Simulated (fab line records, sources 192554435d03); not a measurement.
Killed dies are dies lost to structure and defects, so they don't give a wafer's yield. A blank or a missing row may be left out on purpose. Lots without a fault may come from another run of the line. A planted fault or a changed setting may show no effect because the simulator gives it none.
Which tool did it? | flow n5_finfet | 12 lots, 36 wafers sampled, at 1 step of a route of 1938

WHAT THE GAUGES READ, wafer by wafer
N5_BEOL_M10_INSPECT_30: inspects for defects (brightfield).
lot  | measured     | on                | raw_defect_count
L075 | day 10 01:00 | defect_inspect-01 | 287 220 335
L076 | day 10 19:37 | defect_inspect-02 | 367 318 423
L078 | day 11 04:43 | defect_inspect-02 | 291 418 424
L083 | day 11 23:05 | defect_inspect-01 | 448 454 449
L082 | day 12 06:19 | defect_inspect-01 | 494 435 344
L085 | day 13 02:55 | defect_inspect-01 | 249 272 361
L089 | day 13 22:41 | defect_inspect-01 | 358 460 541
L088 | day 14 00:23 | defect_inspect-02 | 443 331 486
L091 | day 14 22:47 | defect_inspect-01 | 349 445 377
L093 | day 15 11:27 | defect_inspect-02 | 310 402 301
L092 | day 16 00:44 | defect_inspect-01 | 312 339 422
L097 | day 17 03:44 | defect_inspect-02 | 285 395 239

WHICH TOOL RAN EACH LOT (tool, then ch and the chambers of the sampled wafers, then the start)
The record holds no process step before these readings.

THE ANSWER, worked out from the rows above alone
Rule: what is usual is taken from the lots themselves. Put in order of their means at a reading, lots are off if they are a third of the lots or fewer, leave a main group of 4 or more, and stand apart from it by a gap of 3 or more times the standard deviation of the main group's means; of several such gaps the widest counts. A main group whose means are all the same, to the digits that the tables above print for the reading, isn't used. A lot without any number at a reading at which 4 lots or more have one is off too. The other lots that the step has rows for count as sound.
No lot is off at any reading shown: from this, nothing can be told.

WHAT THE SIMULATOR HAD PUT IN
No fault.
